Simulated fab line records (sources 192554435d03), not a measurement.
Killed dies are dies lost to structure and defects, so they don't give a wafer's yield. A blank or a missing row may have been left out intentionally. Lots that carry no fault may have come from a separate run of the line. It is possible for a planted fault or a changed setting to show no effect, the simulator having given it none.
Matching of chambers | flow n5 finfet | 4 sister chambers for N5_BEOL_M4_STRIP_36 on rie diel-02
The step strips in N2/H2. 8 wafers are shown with their chamber, then 11 later ones without.

## WAFERS PAIRED WITH THEIR CHAMBERS
wafer  | chamber | showerhead plenum p Torr (Torr) | drypump motor current A (A)
L077.5 | 2       | 2.48                            | 5.7
L084.1 | 2       | 2.47                            | 5.6
L085.4 | 0       | 2.62                            | 5.9
L088.5 | 3       | 2.62                            | 5.2
L090.1 | 1       | 2.48                            | 5.8
L090.2 | 3       | 2.62                            | 5.2
L090.4 | 0       | 2.62                            | 5.9
L091.1 | 1       | 2.48                            | 5.9

## WAFERS MISSING THEIR CHAMBER
wafer  | showerhead plenum p Torr (Torr) | drypump motor current A (A)
L091.2 | 2.61                            | 5.9
L091.4 | 2.61                            | 5.9
L094.1 | 2.47                            | 5.7
L094.3 | 2.61                            | 5.9
L094.4 | 2.48                            | 5.8
L096.1 | 2.47                            | 5.9
L096.5 | 2.46                            | 5.7
L096.6 | 2.61                            | 5.2
L097.2 | 2.61                            | 5.9
L097.5 | 2.47                            | 5.9
L097.6 | 2.61                            | 5.9

## THE CHAMBER EACH PASSED THROUGH
wafer  | from the rows above | in truth
L091.2 | 0                   | 0
L091.4 | 0                   | 0
L094.1 | 2                   | 2
L094.3 | 0                   | 0
L094.4 | 1                   | 1
L096.1 | 1                   | 1
L096.5 | 2                   | 2
L096.6 | 3                   | 3
L097.2 | 0                   | 0
L097.5 | 1                   | 1
L097.6 | 0                   | 0
Placed correctly: 11 of 11. Number that these rows cannot place: 0. Wrongly placed: 0.
How it was worked out, from the rows above alone: a wafer's distance from a chamber is the root of the sum, over the readings, of the square of ((its reading less the chamber's mean) divided by the reading's scatter). If the next closest chamber is less than 2 further off than the closest, the wafer can't be placed; otherwise it belongs to the closest. The mean given for a chamber averages the wafers shown for that chamber. How the scatter is found: for the shown wafers, subtract from each reading the mean of its chamber, square and add these, divide the total by (wafers less chambers), then take the root.
